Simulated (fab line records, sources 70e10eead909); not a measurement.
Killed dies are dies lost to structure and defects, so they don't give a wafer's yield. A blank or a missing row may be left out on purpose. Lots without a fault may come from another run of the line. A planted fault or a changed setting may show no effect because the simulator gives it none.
Which tool did it? | flow nand_harc | 24 lots, 72 wafers sampled, at 5 steps of a route of 1302

WHAT THE GAUGES READ, wafer by wafer
NHARC_A_M0_CD_MEAS_09: target cd 80 nm.
lot  | measured     | on        | cd_nm (nm)
L074 | day 22 15:11 | cd_sem-03 | 80.0 80.5 80.1
L076 | day 23 03:23 | cd_sem-02 | 79.1 79.8 79.0
L075 | day 23 06:11 | cd_sem-01 | 78.2 77.6 78.9
L078 | day 23 15:41 | cd_sem-02 | 79.1 79.7 79.7
L077 | day 23 22:53 | cd_sem-02 | 78.4 79.1 79.3
L079 | day 24 00:31 | cd_sem-02 | 80.2 80.7 79.9
L081 | day 24 13:29 | cd_sem-02 | 79.7 79.3 79.2
L080 | day 24 19:05 | cd_sem-03 | 78.4 79.2 78.2
L083 | day 25 17:55 | cd_sem-01 | 79.9 79.2 79.2
L082 | day 26 04:21 | cd_sem-01 | 78.3 78.5 78.8
L084 | day 26 16:41 | cd_sem-02 | 79.1 80.0 79.5
L085 | day 26 17:42 | cd_sem-01 | 79.2 78.8 79.2
L086 | day 27 23:05 | cd_sem-01 | 78.5 78.7 79.4
L087 | day 27 23:38 | cd_sem-03 | 79.2 80.7 79.7
L088 | day 28 16:28 | cd_sem-02 | 79.9 79.4 79.9
L091 | day 28 20:21 | cd_sem-02 | 78.4 79.7 79.4
L090 | day 28 22:02 | cd_sem-03 | 78.8 78.0 78.8
L089 | day 29 04:20 | cd_sem-02 | 78.6 79.3 80.2
L092 | day 29 18:59 | cd_sem-02 | 78.8 79.8 78.8
L095 | day 30 21:08 | cd_sem-02 | 79.4 79.4 79.0
L093 | day 30 21:18 | cd_sem-01 | 78.5 79.0 79.2
L094 | day 31 02:25 | cd_sem-02 | 79.5 80.4 80.4
L096 | day 31 15:26 | cd_sem-03 | 77.9 78.5 79.2
L097 | day 33 07:08 | cd_sem-01 | 79.6 79.9 78.8

NHARC_A_M0_INSPECT_27.
lot  | measured     | on                | raw_defect_count
L074 | day 22 17:50 | defect_inspect-01 | 514 574 737
L076 | day 23 06:02 | defect_inspect-01 | 502 475 462
L075 | day 23 08:50 | defect_inspect-02 | 465 435 543
L078 | day 23 18:31 | defect_inspect-01 | 466 378 398
L077 | day 24 01:35 | defect_inspect-01 | 575 412 588
L079 | day 24 03:12 | defect_inspect-02 | 601 803 459
L081 | day 24 16:22 | defect_inspect-02 | 591 624 579
L080 | day 24 21:50 | defect_inspect-02 | 545 626 596
L083 | day 25 20:34 | defect_inspect-02 | 533 462 531
L082 | day 26 07:01 | defect_inspect-01 | 912 609 658
L084 | day 26 19:22 | defect_inspect-01 | 557 339 521
L085 | day 26 20:22 | defect_inspect-02 | 696 626 703
L086 | day 28 01:44 | defect_inspect-02 | 525 514 464
L087 | day 28 02:18 | defect_inspect-01 | 476 537 468
L088 | day 28 19:07 | defect_inspect-01 | 423 455 384
L091 | day 28 23:03 | defect_inspect-02 | 372 294 331
L090 | day 29 00:42 | defect_inspect-01 | 669 688 722
L089 | day 29 07:01 | defect_inspect-02 | 497 715 431
L092 | day 29 21:41 | defect_inspect-02 | 899 628 906
L095 | day 30 23:53 | defect_inspect-02 | 514 436 482
L093 | day 31 00:13 | defect_inspect-01 | 638 353 475
L094 | day 31 05:05 | defect_inspect-02 | 963 570 706
L096 | day 31 18:07 | defect_inspect-02 | 527 467 488
L097 | day 33 09:52 | defect_inspect-02 | 629 801 705

NHARC_A_BONDPAD_CD_MEAS_09: target cd 500 nm.
lot  | measured     | on        | cd_nm (nm)
L074 | day 22 23:50 | cd_sem-01 | 498.3 498.1 497.8
L076 | day 23 12:15 | cd_sem-01 | 499.9 499.1 500.5
L075 | day 23 15:31 | cd_sem-03 | 498.8 497.3 501.6
L078 | day 24 00:37 | cd_sem-01 | 500.5 497.9 497.6
L077 | day 24 07:40 | cd_sem-02 | 500.6 498.0 499.9
L079 | day 24 09:10 | cd_sem-01 | 498.6 497.6 499.2
L081 | day 24 22:26 | cd_sem-03 | 496.3 499.1 499.3
L080 | day 25 03:47 | cd_sem-01 | 500.2 501.9 501.3
L083 | day 26 03:12 | cd_sem-02 | 501.8 499.6 500.3
L082 | day 26 13:49 | cd_sem-01 | 497.8 497.9 501.1
L084 | day 27 01:30 | cd_sem-03 | 499.8 498.2 497.1
L085 | day 27 02:31 | cd_sem-02 | 499.7 497.5 498.1
L086 | day 28 07:52 | cd_sem-02 | 502.3 500.1 500.9
L087 | day 28 08:33 | cd_sem-01 | 500.6 498.5 497.8
L088 | day 29 00:55 | cd_sem-02 | 501.1 502.3 499.8
L091 | day 29 05:16 | cd_sem-01 | 496.8 498.0 497.6
L090 | day 29 06:39 | cd_sem-03 | 502.5 501.2 501.9
L089 | day 29 13:19 | cd_sem-02 | 501.2 499.9 499.6
L092 | day 30 03:29 | cd_sem-02 | 500.3 498.3 499.0
L095 | day 31 05:56 | cd_sem-01 | 497.1 498.1 502.3
L093 | day 31 06:20 | cd_sem-02 | 499.2 502.9 501.8
L094 | day 31 11:14 | cd_sem-01 | 499.9 499.9 499.9
L096 | day 32 00:04 | cd_sem-02 | 498.6 499.4 501.4
L097 | day 33 15:55 | cd_sem-01 | 500.7 497.0 497.9

WHICH TOOL RAN EACH LOT (tool, then ch and the chambers of the sampled wafers, then the start)
lot  | NHARC_A_M1_PVD_20                       | NHARC_A_M1_ANNEAL_31
L074 | pvd_sputter-03, day 22 21:22 or earlier | rtp_anneal-01 ch 0, day 22 21:22
L076 | pvd_sputter-01, day 23 09:25 or earlier | rtp_anneal-01 ch 0, day 23 09:25
L075 | pvd_sputter-01, day 23 11:43            | rtp_anneal-02 ch 0, day 23 12:28
L078 | pvd_sputter-01, day 23 22:00 or earlier | rtp_anneal-02 ch 0, day 23 22:00
L077 | pvd_sputter-01, day 24 04:56 or earlier | rtp_anneal-02 ch 0, day 24 04:56
L079 | pvd_sputter-02, day 24 06:25 or earlier | rtp_anneal-02 ch 0, day 24 06:25
L081 | pvd_sputter-01, day 24 19:42 or earlier | rtp_anneal-01 ch 0, day 24 19:42
L080 | pvd_sputter-01, day 25 01:06 or earlier | rtp_anneal-01 ch 0, day 25 01:06
L083 | pvd_sputter-01, day 26 00:18 or earlier | rtp_anneal-01 ch 0, day 26 00:18
L082 | pvd_sputter-03, day 26 10:23 or earlier | rtp_anneal-02 ch 0, day 26 10:23
L084 | pvd_sputter-01, day 26 22:47 or earlier | rtp_anneal-01 ch 0, day 26 22:47
L085 | pvd_sputter-02, day 26 23:53 or earlier | rtp_anneal-01 ch 0, day 26 23:53
L086 | pvd_sputter-01, day 28 05:08 or earlier | rtp_anneal-02 ch 0, day 28 05:08
L087 | pvd_sputter-02, day 28 05:41 or earlier | rtp_anneal-01 ch 0, day 28 05:41
L088 | pvd_sputter-02, day 28 22:25 or earlier | rtp_anneal-02 ch 0, day 28 22:25
L091 | pvd_sputter-03, day 29 02:22 or earlier | rtp_anneal-02 ch 0, day 29 02:22
L090 | pvd_sputter-02, day 29 03:52 or earlier | rtp_anneal-01 ch 0, day 29 03:52
L089 | pvd_sputter-02, day 29 10:34 or earlier | rtp_anneal-02 ch 0, day 29 10:34
L092 | pvd_sputter-01, day 30 00:56 or earlier | rtp_anneal-02 ch 0, day 30 00:56
L095 | pvd_sputter-02, day 31 03:12 or earlier | rtp_anneal-02 ch 0, day 31 03:12
L093 | pvd_sputter-02, day 31 03:39 or earlier | rtp_anneal-02 ch 0, day 31 03:39
L094 | pvd_sputter-03, day 31 08:33 or earlier | rtp_anneal-02 ch 0, day 31 08:33
L096 | pvd_sputter-01, day 31 21:28 or earlier | rtp_anneal-01 ch 0, day 31 21:28
L097 | pvd_sputter-01, day 33 13:11 or earlier | rtp_anneal-01 ch 0, day 33 13:11
- NHARC_A_M1_PVD_20: deposits TaN, target thk 5 nm, time 8.06 s.
- NHARC_A_M1_ANNEAL_31: time 90 s.

WHAT THE TOOLS THEMSELVES READ (means of the sampled wafers that have a number; where no wafer has one, the mark that the record gives instead)
NHARC_A_M1_PVD_20.
lot  | tool           | chamber_pressure_pa (Pa) | throttle_valve_pct (%)
L074 | pvd_sputter-03 | 0.12004                  | 29.4
L076 | pvd_sputter-01 | 0.12000                  | 30.5
L075 | pvd_sputter-01 | 0.12005                  | 30.3
L078 | pvd_sputter-01 | 0.11992                  | 30.8
L077 | pvd_sputter-01 | 0.11978                  | 30.0
L079 | pvd_sputter-02 | 0.12004                  | 31.2
L081 | pvd_sputter-01 | 0.11999                  | 29.5
L080 | pvd_sputter-01 | 0.11975                  | 29.4
L083 | pvd_sputter-01 | 0.11988                  | 29.3
L082 | pvd_sputter-03 | 0.12004                  | 29.0
L084 | pvd_sputter-01 | 0.12013                  | 29.4
L085 | pvd_sputter-02 | 0.12013                  | 31.1
L086 | pvd_sputter-01 | 0.11980                  | 30.2
L087 | pvd_sputter-02 | 0.11996                  | 29.2
L088 | pvd_sputter-02 | 0.11995                  | 30.6
L091 | pvd_sputter-03 | 0.11989                  | 29.1
L090 | pvd_sputter-02 | 0.12012                  | 30.0
L089 | pvd_sputter-02 | 0.12011                  | 30.4
L092 | pvd_sputter-01 | 0.12015                  | 30.0
L095 | pvd_sputter-02 | 0.12026                  | 30.0
L093 | pvd_sputter-02 | 0.12007                  | 30.2
L094 | pvd_sputter-03 | 0.12013                  | 29.2
L096 | pvd_sputter-01 | 0.11974                  | 29.5
L097 | pvd_sputter-01 | 0.12047                  | 30.6

NHARC_A_M1_ANNEAL_31.
lot  | tool          | anneal_temp_c (C) | anneal_temp_c_max | wafer_temp_C_max
L074 | rtp_anneal-01 | 225.01            | 226.20            | 226.6
L076 | rtp_anneal-01 | 225.14            | 226.29            | 226.5
L075 | rtp_anneal-02 | 225.11            | 226.12            | 227.0
L078 | rtp_anneal-02 | 224.78            | 225.76            | 226.4
L077 | rtp_anneal-02 | 224.78            | 225.79            | 226.5
L079 | rtp_anneal-02 | 225.04            | 225.98            | 226.4
L081 | rtp_anneal-01 | 224.99            | 226.04            | 226.4
L080 | rtp_anneal-01 | 224.89            | 225.87            | 226.5
L083 | rtp_anneal-01 | 224.98            | 226.06            | 226.3
L082 | rtp_anneal-02 | 225.03            | 226.07            | 226.9
L084 | rtp_anneal-01 | 224.96            | 225.94            | 226.2
L085 | rtp_anneal-01 | 225.18            | 226.46            | 226.6
L086 | rtp_anneal-02 | 225.17            | 226.25            | 226.4
L087 | rtp_anneal-01 | 224.79            | 226.09            | 226.1
L088 | rtp_anneal-02 | 225.03            | 225.94            | 226.2
L091 | rtp_anneal-02 | 225.08            | 226.00            | 226.3
L090 | rtp_anneal-01 | 224.87            | 226.04            | 226.7
L089 | rtp_anneal-02 | 225.21            | 226.14            | 226.6
L092 | rtp_anneal-02 | 224.97            | 226.19            | 226.4
L095 | rtp_anneal-02 | 225.16            | 226.10            | 226.8
L093 | rtp_anneal-02 | 224.99            | 225.91            | 226.5
L094 | rtp_anneal-02 | 225.13            | 226.07            | 226.6
L096 | rtp_anneal-01 | 225.17            | 226.22            | 226.8
L097 | rtp_anneal-01 | 224.91            | 226.14            | 226.3

THE ANSWER, worked out from the rows above alone
Rule: what is usual is taken from the lots themselves. Put in order of their means at a reading, lots are off if they are a third of the lots or fewer, leave a main group of 4 or more, and stand apart from it by a gap of 3 or more times the standard deviation of the main group's means; of several such gaps the widest counts. A main group whose means are all the same, to the digits that the tables above print for the reading, isn't used. A lot without any number at a reading at which 4 lots or more have one is off too. The other lots that the step has rows for count as sound. The gauges are gone through in route order, then the tools' own readings, and for those a lot's mean is taken as printed above. The first step at which some lot is off is used, and at that step the reading that is off furthest; a lot without a number counts as furthest.
No lot is off at any reading shown: from this, nothing can be told.

WHAT THE SIMULATOR HAD PUT IN
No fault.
